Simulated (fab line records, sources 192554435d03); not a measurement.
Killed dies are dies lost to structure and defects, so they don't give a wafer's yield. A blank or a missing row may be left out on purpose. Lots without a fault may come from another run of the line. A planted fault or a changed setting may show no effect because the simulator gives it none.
Which tool did it? | flow n5_finfet | 10 lots, 29 wafers sampled, at 5 steps of a route of 1938

WHAT THE GAUGES READ, wafer by wafer
N5_BEOL_M4_INSPECT_59: inspects for defects (darkfield). Usual: raw_defect_count 74, standard deviation 24.
lot  | measured     | on                | raw_defect_count | flag
L168 | day 7 22:13  | defect_inspect-01 | 91 108 70        |
L169 | day 8 03:23  | defect_inspect-01 | 41 66 43         |
L174 | day 9 06:45  | defect_inspect-02 | 60 53 103        |
L175 | day 9 06:58  | defect_inspect-02 | 43 33 44         |
L177 | day 10 04:42 | defect_inspect-01 | 76 86 75         |
L178 | day 10 11:16 | defect_inspect-02 | 60 62 68         |
L181 | day 11 04:46 | defect_inspect-02 | 61 58            |
L184 | day 11 15:34 | defect_inspect-01 | 74 78 81         |
L187 | day 12 18:45 | defect_inspect-02 | 51 104 99        |
L189 | day 13 21:14 | defect_inspect-02 | 79 48 46         |

N5_BEOL_M4_RC_MEAS_101. Usual: DIBL_N 36.1 mV/V, standard deviation 1.6; DIBL_P 35.7 mV/V, standard deviation 1.8; IOFF_N 0.159 nA/um, standard deviation 0.027; IOFF_P 0.21 nA/um, standard deviation 0.03; IOFF_P_85C 3.6 nA/um, standard deviation 0.43; IOFF_P_LIN 0.100 nA/um, standard deviation 0.011; IOFF_P_LONG 0.00011 nA/um, standard deviation 9.7e-06; ION_N 673 uA/um, standard deviation 10; ION_P 462 uA/um, standard deviation 7.4; REXT_P 101.1 ohm.um, standard deviation 2.6; SS_N 71.4 mV/dec, standard deviation 0.56; SS_P 73.2 mV/dec, standard deviation 0.61; VT_N 249.7 mV, standard deviation 3; VT_P -250 mV, standard deviation 3.1; VT_P_LVT -98.4 mV, standard deviation 2.7.
lot  | measured     | on        | DIBL_N (mV/V)  | DIBL_P (mV/V)  | IOFF_N (nA/um)    | IOFF_P (nA/um) | IOFF_P_85C (nA/um) | IOFF_P_LIN (nA/um) | IOFF_P_LONG (nA/um)        | ION_N (uA/um) | ION_P (uA/um) | REXT_P (ohm.um)   | SS_N (mV/dec)  | SS_P (mV/dec)  | VT_N (mV)         | VT_P (mV)      | VT_P_LVT (mV)        | flag
L168 | day 7 22:14  | prober-01 | 33.2 34.0 32.9 | 33.2 35.0 32.9 | 0.118 0.134 0.122 | 0.19 0.22 0.19 | 3.3 3.8 3.3        | 0.095 0.106 0.094  | 0.000116 0.000124 0.000121 | 664 661 661   | 460 466 459   | 97.3 96.0 97.6    | 70.7 71.5 71.3 | 72.6 73.1 72.2 | 253.6 251.4 250.9 | -248 -249 -250 | -97.6 -96.3 -98.6    |
L169 | day 8 03:34  | prober-01 | 37.4 34.4 35.2 | 38.9 35.6 35.5 | 0.206 0.145 0.154 | 0.25 0.19 0.19 | 4.1 3.4 3.3        | 0.107 0.092 0.089  | 0.0001 0.000101 0.000101   | 692 676 664   | 463 462 451   | 101.8 101.1 102.8 | 72.8 71.5 71.9 | 74.3 73.1 72.6 | 244.1 248.1 248.0 | -251 -254 -255 | -98.5 -100.3 -101.5  |
L174 | day 9 06:56  | prober-02 | 36.3 36.4 36.9 | 36.8 36.8 38.2 | 0.176 0.164 0.171 | 0.18 0.18 0.22 | 3.2 3.3 3.6        | 0.086 0.087 0.097  | 9.3e-05 9.5e-05 9.1e-05    | 673 676 683   | 447 449 455   | 102.0 101.2 99.8  | 72.0 72.0 72.6 | 73.6 73.6 73.5 | 248.2 250.7 250.2 | -254 -252 -252 | -103.3 -103.4 -102.1 |
L175 | day 9 07:34  | prober-01 | 38.1 35.9 37.8 | 35.7 33.7 36.1 | 0.166 0.131 0.174 | 0.20 0.18 0.21 | 3.5 3.3 3.8        | 0.097 0.092 0.103  | 0.00011 0.000115 0.00011   | 666 671 684   | 453 460 466   | 98.4 96.1 97.7    | 71.7 71.0 72.0 | 73.3 72.3 73.2 | 248.8 252.3 247.9 | -252 -249 -250 | -99.4 -99.8 -97.5    |
L177 | day 10 04:53 | prober-02 | 35.7 33.3 36.9 | 35.6 33.7 36.3 | 0.161 0.131 0.187 | 0.20 0.17 0.21 | 3.5 3.1 3.6        | 0.094 0.086 0.097  | 0.000107 0.000106 0.000106 | 671 672 679   | 455 459 455   | 100.5 99.6 98.6   | 71.8 70.0 71.9 | 72.6 72.1 73.8 | 251.7 255.0 249.4 | -250 -253 -249 | -98.4 -99.8 -97.0    |
L178 | day 10 11:17 | prober-02 | 37.7 37.4 36.4 | 36.6 37.4 51.5 | 0.169 0.162 0.149 | 0.22 0.24 1.18 | 3.9 4.2 15.9       | 0.105 0.112 0.405  | 0.000111 0.000112 0.000133 | 674 676 675   | 460 470 537   | 99.2 96.9 79.6    | 71.1 71.4 71.5 | 73.6 72.9 76.4 | 249.1 249.4 248.8 | -251 -247 -219 | -99.4 -98.4 -71.0    | OFF
L181 | day 11 04:56 | prober-02 | 35.7 36.5      | 53.6 55.2      | 0.139 0.158       | 1.43 1.73      | 18.2 21.5          | 0.443 0.490        | 0.000144 0.000142          | 675 678       | 548 546       | 77.5 78.2         | 71.6 70.7      | 77.1 79.0      | 252.3 249.6       | -219 -215      | -66.7 -64.9          | OFF
L184 | day 11 15:35 | prober-02 | 36.1 35.4 37.2 | 36.2 51.8 38.5 | 0.161 0.151 0.198 | 0.22 1.19 0.26 | 3.8 15.6 4.2       | 0.106 0.414 0.117  | 0.000116 0.00014 0.000114  | 682 681 694   | 473 541 471   | 98.8 79.7 99.3    | 72.0 71.7 71.3 | 72.8 76.8 72.9 | 248.9 250.4 244.0 | -245 -216 -246 | -98.0 -66.9 -95.0    | OFF
L187 | day 12 18:56 | prober-02 | 37.5 34.7 36.6 | 34.8 31.6 34.2 | 0.156 0.118 0.154 | 0.19 0.15 0.19 | 3.4 2.9 3.4        | 0.091 0.079 0.091  | 0.000101 0.0001 0.000101   | 660 643 677   | 450 447 460   | 104.0 104.1 103.9 | 71.6 71.4 70.9 | 73.1 72.4 73.1 | 251.8 254.1 250.6 | -251 -255 -256 | -100.7 -103.8 -100.2 |
L189 | day 13 21:15 | prober-01 | 37.1 35.3 36.2 | 36.8 34.9 36.0 | 0.195 0.147 0.178 | 0.23 0.19 0.22 | 4.0 3.4 3.8        | 0.109 0.095 0.104  | 0.000106 0.000109 0.000109 | 678 672 677   | 461 457 463   | 101.1 102.7 102.2 | 71.9 71.5 72.2 | 72.9 72.3 72.4 | 247.2 251.9 249.4 | -250 -253 -250 | -97.9 -100.0 -98.4   |

WHICH TOOL RAN EACH LOT (tool, then ch and the chambers of the sampled wafers, then the start)
lot  | N5_SD_EPI_P_VAPOR_ETCH_44      | N5_BEOL_M4_ALD_84                   | N5_BEOL_M4_SPUTTER_79
L168 | epi_rpcvd-04 ch 0, day 3 09:14 | ald_metal-01 ch 0,1,3, day 7 18:31  | pvd_sputter-03, day 7 19:33
L169 | epi_rpcvd-04 ch 0, day 3 14:53 | ald_metal-01 ch 0,1, day 7 21:42    | pvd_sputter-03, day 8 00:45
L174 | epi_rpcvd-04 ch 0, day 4 19:09 | ald_metal-03 ch 0,1,3, day 9 01:32  | pvd_sputter-01, day 9 04:07
L175 | epi_rpcvd-04 ch 0, day 5 02:40 | ald_metal-01 ch 1,2,3, day 9 01:35  | pvd_sputter-02, day 9 04:10
L177 | epi_rpcvd-01 ch 0, day 5 14:23 | ald_metal-01 ch 0,2,3, day 10 01:08 | pvd_sputter-02, day 10 02:01
L178 | epi_rpcvd-04 ch 0, day 5 21:00 | ald_metal-03 ch 0,1,3, day 10 07:37 | pvd_sputter-03, day 10 08:30
L181 | epi_rpcvd-04 ch 0, day 6 12:14 | ald_metal-03 ch 0,3, day 11 01:22   | pvd_sputter-02, day 11 02:08
L184 | epi_rpcvd-04 ch 0, day 7 08:23 | ald_metal-01 ch 2,3, day 11 11:51   | pvd_sputter-03, day 11 12:56
L187 | epi_rpcvd-02 ch 0, day 8 04:47 | ald_metal-02 ch 0,1,3, day 12 15:04 | pvd_sputter-01, day 12 15:49
L189 | epi_rpcvd-01 ch 0, day 8 21:30 | ald_metal-01 ch 0,2,3, day 13 16:04 | pvd_sputter-03, day 13 18:25
- N5_SD_EPI_P_VAPOR_ETCH_44: etches SiGe30 in NF3/Ar, time 3.3 s.
- N5_BEOL_M4_ALD_84: deposits TaN, pulse time 2 s, purge time 3 s, co reactant purge time 2 s.
- N5_BEOL_M4_SPUTTER_79: material Cu, target thk 4.5 nm, time 8.29 s.

WHAT THE TOOLS THEMSELVES READ (means of the sampled wafers that have a number; where no wafer has one, the mark that the record gives instead)
N5_SD_EPI_P_VAPOR_ETCH_44. Usual: susceptor_temp_C 25.00 C, standard deviation 0.094.
lot  | tool         | susceptor_temp_C (C) | flag
L168 | epi_rpcvd-04 | 24.93                |
L169 | epi_rpcvd-04 | 25.05                |
L174 | epi_rpcvd-04 | 25.06                |
L175 | epi_rpcvd-04 | 25.00                |
L177 | epi_rpcvd-01 | 24.99                |
L178 | epi_rpcvd-04 | 25.12                |
L181 | epi_rpcvd-04 | 24.98                |
L184 | epi_rpcvd-04 | 25.05                |
L187 | epi_rpcvd-02 | 25.02                |
L189 | epi_rpcvd-01 | 24.94                |

N5_BEOL_M4_ALD_84. Usual: heater_power_w 415 W, standard deviation 40; precursor_vessel_pressure_torr 26.25 Torr, standard deviation 0.055; susceptor_temp_C 275.02 C, standard deviation 0.17.
lot  | tool         | heater_power_w (W) | precursor_vessel_pressure_torr (Torr) | susceptor_temp_C (C) | flag
L168 | ald_metal-01 | 424                | 26.25                                 | 274.94               |
L169 | ald_metal-01 | 447                | 26.21                                 | 274.86               |
L174 | ald_metal-03 | 416                | 26.23                                 | 275.01               |
L175 | ald_metal-01 | 408                | 26.21                                 | 274.74               |
L177 | ald_metal-01 | 428                | 26.28                                 | 275.17               |
L178 | ald_metal-03 | 414                | 26.26                                 | 274.88               |
L181 | ald_metal-03 | 400                | 26.29                                 | 275.10               |
L184 | ald_metal-01 | 410                | 26.27                                 | 274.97               |
L187 | ald_metal-02 | 396                | 26.27                                 | 274.94               |
L189 | ald_metal-01 | 430                | 26.22                                 | 275.10               |

N5_BEOL_M4_SPUTTER_79. Usual: chuck_gas_flow_sccm 1.26 sccm, standard deviation 0.049; susceptor_temp_C -20.01 C, standard deviation 0.11; throttle_valve_pct 29.5 %, standard deviation 1.3.
lot  | tool           | chuck_gas_flow_sccm (sccm) | susceptor_temp_C (C) | throttle_valve_pct (%) | flag
L168 | pvd_sputter-03 | 1.27                       | -20.07               | 29.0                   |
L169 | pvd_sputter-03 | 1.21                       | -20.02               | 29.3                   |
L174 | pvd_sputter-01 | 1.26                       | -19.81               | 29.9                   |
L175 | pvd_sputter-02 | 1.32                       | -20.07               | 30.2                   |
L177 | pvd_sputter-02 | 1.23                       | -20.15               | 30.2                   |
L178 | pvd_sputter-03 | 1.25                       | -20.04               | 28.2                   |
L181 | pvd_sputter-02 | 1.25                       | -20.02               | 30.4                   |
L184 | pvd_sputter-03 | 1.28                       | -20.08               | 28.5                   |
L187 | pvd_sputter-01 | 1.23                       | -19.96               | 30.6                   |
L189 | pvd_sputter-03 | 1.24                       | -19.95               | 28.2                   |

THE ANSWER, worked out from the rows above alone
Rule: a lot is off if the mean of its wafers that have a number lies more than 3 standard deviations from the usual mean. A lot without any number at a reading at which 4 lots or more have one is off too. The other lots that the step has rows for count as sound. The gauges are gone through in route order, then the tools' own readings, and for those a lot's mean is taken as printed above. The first step at which some lot is off is used, and at that step the reading that is off furthest; a lot without a number counts as furthest.
Off: L178, L181, L184, at N5_BEOL_M4_RC_MEAS_101 (IOFF_P).
A tool fits if, at a process step before that reading, it ran every lot that is off, and no sound lot after the first of them. The gauges at N5_BEOL_M4_RC_MEAS_101 are tried like those tools. One fits: epi_rpcvd-04 at N5_SD_EPI_P_VAPOR_ETCH_44. Its last sound lot is L175 (day 5 02:40), its first lot that is off L178 (day 5 21:00): a fault that began between those two fits.

WHAT THE SIMULATOR HAD PUT IN
Process parameter drift: epi_rpcvd-04, from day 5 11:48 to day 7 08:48, at N5_SD_EPI_P_VAPOR_ETCH_44. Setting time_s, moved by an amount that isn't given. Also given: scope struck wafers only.
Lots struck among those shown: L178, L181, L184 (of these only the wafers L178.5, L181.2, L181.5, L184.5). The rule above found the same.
